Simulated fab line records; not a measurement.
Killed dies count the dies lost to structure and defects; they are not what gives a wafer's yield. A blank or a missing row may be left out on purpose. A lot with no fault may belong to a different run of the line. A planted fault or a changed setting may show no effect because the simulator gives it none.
Chamber matching | flow nandHarc | NHARC_P_GATE_ETCH_104 on rieDiel-06: 4 sister chambers
The step etches the open film in CF4/CHF3, target depth 60 nm. 4 wafers are shown with their chamber, then 7 later ones without.

## WAFERS PAIRED WITH THEIR CHAMBERS
wafer  | chamber | rfVppV (V)
L085.1 | 2       | 370.2
L085.3 | 3       | 369.3
L086.3 | 1       | 372.2
L086.4 | 0       | 373.4

## WAFERS MISSING THEIR CHAMBER
wafer  | rfVppV (V)
L086.6 | 370.9
L089.2 | 373.1
L089.3 | 373.1
L089.5 | 373.6
L090.1 | 373.6
L090.2 | 369.8
L090.6 | 372.3

## EACH ONE'S CHAMBER
wafer  | from the rows above     | in truth
L086.6 | can't be placed: 2 or 1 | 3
L089.2 | can't be placed: 0 or 1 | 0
L089.3 | can't be placed: 0 or 1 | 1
L089.5 | 0                       | 0
L090.1 | 0                       | 0
L090.2 | can't be placed: 2 or 3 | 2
L090.6 | 1                       | 1
Correctly placed: 3 of 7. Can't be placed from these rows: 4 (the true chamber is among the candidates in 3). Placed wrongly: 0.
How it was worked out, from the rows above alone: a wafer's distance from a chamber is the root of the sum, over the readings, of the square of ((its reading less the chamber's mean) divided by the reading's scatter). If the next closest chamber is less than 2 further off than the closest, the wafer can't be placed; otherwise it belongs to the closest. Each chamber's mean is taken over the wafers shown for it. The scatter: with one shown wafer a chamber, the root of the mean of the squares of how far each hidden wafer lies from its nearest shown one.
